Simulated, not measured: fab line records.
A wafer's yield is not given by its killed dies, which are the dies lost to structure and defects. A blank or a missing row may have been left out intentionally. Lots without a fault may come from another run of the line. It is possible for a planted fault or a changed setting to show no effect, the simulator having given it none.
fab line records    flow nand-harc
record lots=13  wafers=38  last-day=33
route steps=1302 shown P_M0@267 P_M1@290 END@1302
lots that met no fault: from a run of the same line without faults
start-h: hours from the record's first day to the start of the lot's first wafer shown    wait-h: time in hours since the lot's previous step    " identical to the entry in the row above    L1.1+2: a single row standing in for several wafers    - either no value or no given start    * or withheld: withheld    < > ~ a bound
route shown NAME@n: names a module that has steps shown in the file, with the first one's number in the route    usual: the fault-free wafers' mean and standard deviation    same: alike in all rows    chamber/n: place in a boat    sites: per-site readings    _std_site: the values' standard deviation    _edge_site: the outer-site mean with the inner-site mean subtracted    radius-mm: for every site, how far away it sits from the centre of the wafer    mask NAME#n: copy n    behind: the last tool/chamber to shape the wafer    hold: reason for holding the lot/hours on hold/outcome of the hold    device: the transistor (n, p or np) that didn't switch    end of line: the same wafers' tests at the end of the route    a step without rows: its recipe alone    killed: at the first sort, the dies lost to defects and structure; wafer yield is something else    map: shows each die of a wafer: x if killed, . if not, _ if none is there
set.NAME: the setting the step ran with; set.NAME@STEP: the setting that earlier step ran with    model.NAME: the simulator's own value behind a step, which no gauge read
steps of the route over a sample of lots; a table a step, a row a wafer
services: from which hour (start-h, from the record's first day; less than 0 if before it) a tool's chamber was out of use, for how many hours, and why
## steps
# step NHARC_P_M0_ETCH_34
# recipe target-depth-a=400  overetch-a=120  time-s=43.94  ion-energy-ev=200  n2-flow-sccm=150  h2-flow-sccm=150  ar-flow-sccm=0  rf-w=400  bias-w=150  chemistry=N2/H2
# usual drypump-motor-current-A=5.66/0.29  mfc-ar-sccm=0.013/0.013  oes-product-au=1.002/0.0091  rf-vpp-V=431.6/2.5  showerhead-plenum-p-Torr=2.08/0.087  throttle-valve-pct=14.172/0.0096
lot.wafer  tool         chamber  start-h  wait-h  drypump-motor-current-A  mfc-ar-sccm  oes-product-au  rf-hours-counter-h  rf-vpp-V  showerhead-plenum-p-Torr  throttle-valve-pct
L212.2     rie-diel-08  0        138.40   0.1     5.62                     0            1.014           18                  431.1     2.04                      14.170
L212.4     "            2        "        "       5.30                     0.018        1.008           20                  434.4     2.16                      14.179
L212.6     "            1        "        "       6.12                     0            1.009           -                   431.0     2.02                      14.172
L213.2     rie-diel-08  2        156.66   0.1     5.29                     0.018        1.004           23                  435.8     2.16                      14.166
L213.4     "            3        "        "       5.58                     0.030        1.004           20                  434.8     2.18                      14.180
L213.5     "            3        "        "       5.62                     0.030        0.998           -                   433.9     2.18                      14.174
L214.2     rie-diel-08  2        170.87   0.1     5.29                     0.018        1.012           25                  432.7     2.16                      14.181
L214.6     "            0        "        "       5.64                     0            1.001           -                   431.3     2.03                      14.189
L214.5     "            1        "        "       6.15                     0            1.006           -                   429.2     2.02                      14.161
L216.1     rie-diel-08  2        182.69   0.1     5.29                     0.018        1.018           27                  433.5     2.16                      14.167
L216.2     "            3        "        "       5.58                     0.030        0.995           24                  433.3     2.17                      14.189
L216.4     "            1        "        "       6.12                     0            1.004           27                  430.4     2.02                      14.183
L217.2     rie-diel-01  0        192.38   0.1     5.60                     0.024        0.986           55                  431.2     2.01                      14.165
L217.3     "            3        "        "       5.76                     0.007        0.990           36                  428.2     1.96                      14.170
L217.5     "            1        "        "       5.37                     0            0.996           -                   426.2     1.87                      14.173
L220.4     rie-diel-08  1        222.30   0.1     6.13                     0            1.010           7                   430.4     2.02                      14.176
L220.5     "            2        "        "       5.26                     0.018        1.012           -                   433.3     2.16                      14.167
L220.6     "            3        "        "       5.58                     0.030        0.992           -                   435.6     2.17                      14.164
L221.2     rie-diel-08  3        232.45   0.1     5.59                     0.030        1.009           7                   435.0     2.17                      14.162
L221.6     "            1        "        "       6.17                     0            1.003           -                   431.3     2.02                      14.170
L221.5     "            2        "        "       5.28                     0.018        1.003           -                   434.3     2.16                      14.167
L222.2     rie-diel-08  3        236.21   0.1     5.57                     0.030        1.015           7                   435.0     2.17                      14.183
L222.6     "            3        "        "       5.60                     0.030        0.998           -                   433.4     2.17                      14.166
L222.5     "            0        "        "       5.63                     0            1.011           -                   430.2     2.03                      14.166
L224.4     rie-diel-01  2        267.57   0.1     6.04                     0.029        1.007           18                  431.3     2.08                      14.165
L224.1     "            3        "        "       5.78                     0.007        1.017           16                  427.3     1.95                      14.176
L224.6     "            2        "        "       6.06                     0.029        1.001           -                   431.5     2.08                      14.165
L229.2     rie-diel-08  1        313.34   0.1     6.16                     0            1.012           22                  427.5     2.01                      14.184
L229.6     "            3        "        "       5.57                     0.030        1.001           -                   433.2     2.17                      14.176
L230.2     rie-diel-08  3        321.15   0.1     5.60                     0.030        0.997           23                  433.0     2.17                      14.179
L230.1     "            0        "        "       5.63                     0            0.995           18                  429.3     2.03                      14.178
L230.6     "            3        "        "       5.58                     0.030        0.995           -                   432.3     2.17                      14.181
L232.4     rie-diel-08  0        344.45   0.1     5.65                     0            0.996           20                  431.2     2.03                      14.171
L232.2     "            2        "        "       5.30                     0.018        0.998           23                  433.7     2.15                      14.165
L232.3     "            3        "        "       5.58                     0.030        0.998           25                  435.1     2.17                      14.191
L233.1     rie-diel-08  1        355.30   0.1     6.11                     0            1.002           24                  429.5     2.01                      14.156
L233.3     "            3        "        "       5.60                     0.030        0.999           27                  434.5     2.16                      14.185
L233.6     "            1        "        "       6.11                     0            1.000           -                   429.7     2.01                      14.162
# step NHARC_P_M0_PRE_CLEAN_29
# recipe time-s=30  temp-c=280  gas=H2/He
# usual heater-power-w=401/39
lot.wafer  tool            chamber  start-h  wait-h  heater-power-w
L212.2     pvd-sputter-01  -        -        -       417
L212.4     "               -        "        "       428
L212.6     "               -        "        "       435
L213.4     pvd-sputter-01  -        -        -       419
L213.2     "               -        "        "       425
L213.5     "               -        "        "       422
L214.2     pvd-sputter-01  -        -        -       414
L214.5     "               -        "        "       432
L214.6     "               -        "        "       429
L216.4     pvd-sputter-01  -        -        -       405
L216.1     "               -        "        "       422
L216.2     "               -        "        "       417
L217.2     pvd-sputter-02  -        -        -       371
L217.3     "               -        "        "       327
L217.5     "               -        "        "       414
L220.4     pvd-sputter-03  -        -        -       428
L220.6     "               -        "        "       387
L220.5     "               -        "        "       465
L221.2     pvd-sputter-03  -        -        -       480
L221.5     "               -        "        "       471
L221.6     "               -        "        "       381
L222.2     pvd-sputter-02  -        -        -       327
L222.6     "               -        "        "       413
L222.5     "               -        "        "       372
L224.4     pvd-sputter-03  -        -        -       385
L224.1     "               -        "        "       433
L224.6     "               -        "        "       383
L229.2     pvd-sputter-02  -        -        -       437
L229.6     "               -        "        "       451
L230.1     pvd-sputter-03  -        -        -       436
L230.2     "               -        "        "       380
L230.6     "               -        "        "       439
L232.3     pvd-sputter-02  -        -        -       386
L232.4     "               -        "        "       447
L232.2     "               -        "        "       371
L233.1     pvd-sputter-02  -        -        -       436
L233.3     "               -        "        "       326
L233.6     "               -        "        "       438
# step NHARC_P_M0_DEP_32
# recipe target-thk-a=300  temp-c=370  target-thk-nm=30  pressure-torr=3  flow-sccm=200  rf-w=450  material=SiCN
# usual heater-power-w=561/63
lot.wafer  tool      chamber  start-h  wait-h  heater-power-w
L212.2     pecvd-03  0        141.09   0.1     507
L212.4     "         1        "        "       658
L212.6     "         0        "        "       502
L213.2     pecvd-03  0        159.20   0.1     513
L213.5     "         0        "        "       516
L213.4     "         2        "        "       551
L214.2     pecvd-01  2        173.52   0.1     528
L214.5     "         1        "        "       525
L214.6     "         2        "        "       538
L216.2     pecvd-01  0        185.50   0.1     482
L216.1     "         1        "        "       486
L216.4     "         1        "        "       494
L217.3     pecvd-01  1        195.00   0.1     463
L217.2     "         2        "        "       565
L217.5     "         0        "        "       581
L220.5     pecvd-04  0        224.96   0.2     565
L220.4     "         1        "        "       677
L220.6     "         2        "        "       391
L221.2     pecvd-01  1        235.03   0.1     520
L221.6     "         1        "        "       517
L221.5     "         2        "        "       598
L222.2     pecvd-03  2        238.84   0.1     632
L222.6     "         0        "        "       599
L222.5     "         1        "        "       638
L224.1     pecvd-03  0        270.18   0.1     543
L224.6     "         1        "        "       674
L224.4     "         0        "        "       571
L229.2     pecvd-03  1        315.96   0.1     693
L229.6     "         1        "        "       688
L230.1     pecvd-04  1        323.91   0.1     573
L230.2     "         2        "        "       499
L230.6     "         0        "        "       563
L232.2     pecvd-01  1        347.14   0.1     535
L232.3     "         2        "        "       522
L232.4     "         0        "        "       487
L233.1     pecvd-01  2        357.87   0.1     514
L233.3     "         0        "        "       556
L233.6     "         2        "        "       531
# step NHARC_P_M1_SOFTBAKE_04
# recipe temp-c=105  time-s=55
# usual chill-plate-temp-C=22.99/0.093  heater-power-total-W=188.45/0.14
lot.wafer  tool            chamber  start-h  wait-h  chill-plate-temp-C  heater-power-total-W
L212.2     litho-track-04  0        141      -       23.00               188.34
L212.4     "               0        "        "       22.90               188.43
L212.6     "               0        "        "       22.85               188.41
L213.2     litho-track-06  0        160      -       23.00               188.28
L213.4     "               0        "        "       23.01               188.35
L213.5     "               0        "        "       22.89               188.30
L214.2     litho-track-01  0        174      -       22.99               188.40
L214.5     "               0        "        "       23.11               188.75
L214.6     "               0        "        "       23.02               188.40
L216.1     litho-track-06  0        186      -       22.95               188.70
L216.2     "               0        "        "       22.99               188.34
L216.4     "               0        "        "       22.98               188.78
L217.2     litho-track-04  0        196      -       23.10               188.46
L217.3     "               0        "        "       22.94               188.43
L217.5     "               0        "        "       23.08               188.76
L220.4     litho-track-04  0        225      -       22.90               188.74
L220.5     "               0        "        "       22.87               188.41
L220.6     "               0        "        "       23.05               188.40
L221.2     litho-track-01  0        235      -       22.95               188.67
L221.5     "               0        "        "       23.00               188.36
L221.6     "               0        "        "       23.02               188.32
L222.2     litho-track-06  0        239      -       22.90               188.34
L222.5     "               0        "        "       22.88               188.76
L222.6     "               0        "        "       22.92               188.33
L224.1     litho-track-01  0        270      -       23.00               188.52
L224.4     "               0        "        "       22.97               188.48
L224.6     "               0        "        "       22.91               188.44
L229.2     litho-track-01  0        316      -       22.97               178.89
L229.6     "               0        "        "       22.81               178.66
L230.1     litho-track-01  0        324      -       23.13               179.02
L230.2     "               0        "        "       22.97               178.70
L230.6     "               0        "        "       22.85               178.64
L232.2     litho-track-06  0        348      -       22.96               188.39
L232.3     "               0        "        "       23.04               188.31
L232.4     "               0        "        "       22.97               188.36
L233.1     litho-track-04  0        358      -       23.11               188.42
L233.3     "               0        "        "       23.11               188.37
L233.6     "               0        "        "       23.00               188.38
# step NHARC_END_SORT_01
# recipe temp-c=25
# usual defect-limited-yield=90/3.3  killed-at-array=61/22  killed-at-other=0.8/1  killed-at-periphery=3.8/2.3  killed-dies=66/22  killed-open=3.2/1.9  killed-short=2.8/1.8
# same gross-dies=677
lot.wafer  tool       chamber  start-h  wait-h  defect-limited-yield[%]  killed-at-array  killed-at-other  killed-at-periphery  killed-dies  killed-open  killed-short
L214.2     prober-02  0        609.28   2.8     90                       66               0                1                    67           1            3
L214.5     prober-02  0        611.68   3.7     89                       72               0                4                    76           2            3
L214.6     prober-02  0        612.48   4.0     87                       81               0                5                    86           2            1
L217.2     prober-02  0        640.28   2.8     94                       33               2                4                    39           4            3
L217.3     prober-02  0        641.08   3.1     94                       39               2                3                    44           2            4
L217.5     prober-02  0        642.66   3.7     95                       29               1                2                    32           5            1
# killed by level:class
L214.2 A_CHANNEL_HOLE_D1:chamber-film-flake=29 A_SLIT:chamber-film-flake=14 A_SGD_CUT:chamber-film-flake=8 A_CHANNEL_HOLE_D2:chamber-film-flake=5 A_CONTACT:chamber-film-flake=4 A_DECK1_JOINT:geometric-particle:short=2 A_CONTACT:geometric-particle:open=1 A_M0:geometric-particle:short=1
L214.5 A_CHANNEL_HOLE_D1:chamber-film-flake=31 A_SLIT:chamber-film-flake=24 A_CHANNEL_HOLE_D2:chamber-film-flake=8 A_SGD_CUT:chamber-film-flake=4 P_M0:geometric-particle:short=1 P_M1:geometric-particle:open=1 A_SGD_CUT:geometric-particle:short=1 A_WL_FILL:geometric-particle:short=1
L214.6 A_CHANNEL_HOLE_D1:chamber-film-flake=35 A_SLIT:chamber-film-flake=24 A_CHANNEL_HOLE_D2:chamber-film-flake=9 A_STAIRCASE:chamber-film-flake=4 P_M1:chamber-film-flake=3 A_SGD_CUT:chamber-film-flake=3 P_STI:chamber-film-flake=2 A_DECK1_JOINT:geometric-particle:short=1
L217.2 A_CHANNEL_HOLE_D2:chamber-film-flake=12 A_CONTACT:chamber-film-flake=7 A_CHANNEL_HOLE_D1:chamber-film-flake=5 P_CONTACT:geometric-particle:open=2 A_CHANNEL_FILL_D1:geometric-particle:short=2 A_M0:chamber-film-flake=2 A_BONDPAD:chamber-film-flake=2 THIN_TSV:chamber-film-flake=2
L217.3 A_CHANNEL_HOLE_D2:chamber-film-flake=17 A_CONTACT:chamber-film-flake=8 A_CHANNEL_HOLE_D1:chamber-film-flake=3 A_BONDPAD:chamber-film-flake=3 A_CHANNEL_FILL_D1:geometric-particle:short=2 A_STAIRCASE:chamber-film-flake=2 P_CONTACT:geometric-particle:open=1 P_M1:geometric-particle:short=1
L217.5 A_CHANNEL_HOLE_D2:chamber-film-flake=7 A_CHANNEL_HOLE_D1:chamber-film-flake=4 A_CONTACT:chamber-film-flake=4 A_SLIT:chamber-film-flake=3 A_ONON_D1:geometric-particle:open=2 A_STAIRCASE:chamber-film-flake=2 A_WL_FILL:chamber-film-flake=2 A_M0:chamber-film-flake=2
## services
tool            chamber  start-h  hours  kind
pecvd-04        -        127.92   13.0   pm
pecvd-01        -        130.14   13.0   pm
litho-track-01  -        155.00   7.0    pm
pvd-sputter-03  -        170.00   10.0   pm
pecvd-03        -        173.08   2.4    repair
rie-diel-08     0        174.86   7.6    repair
litho-track-06  -        179.00   7.0    pm
pecvd-03        -        185.00   13.0   pm
rie-diel-08     -        191.55   9.0    pm
pvd-sputter-03  -        193.04   1.6    repair
litho-track-04  -        203.00   7.0    pm
rie-diel-08     0        204.61   9.4    repair
pecvd-01        1        212.34   20.4   repair
pvd-sputter-01  -        226.00   10.0   pm
pvd-sputter-02  -        239.32   1.3    repair
pvd-sputter-01  -        267.30   2.8    repair
pvd-sputter-02  -        282.09   10.0   pm
pvd-sputter-03  -        286.01   6.8    repair
pecvd-01        -        311.14   13.0   pm
rie-diel-08     1        318.78   7.6    repair
litho-track-01  -        330.00   7.0    pm
pvd-sputter-03  -        333.78   6.7    repair
pvd-sputter-03  -        348.00   10.0   pm
litho-track-06  -        354.00   7.0    pm
## key
first-sign step=NHARC_P_M1_SOFTBAKE_04  reading=heater-power-total-W  direction=down  sigmas=71  usual=*  struck=*
effect none on later readings
met-at NHARC_P_M1_SOFTBAKE_04
struck-lots L229,L230
not-acting-at NHARC_P_M0_ETCH_34,NHARC_P_M0_PRE_CLEAN_29,NHARC_P_M0_DEP_32
onset-between 270 316
fault kind=process-parameter-drift  tool=litho-track-01  chamber=-  onset-h=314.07  steps=NHARC_P_M1_SOFTBAKE_04  channel=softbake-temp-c  offset=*  shape=step  end-h=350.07  acts-in=*  stated=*
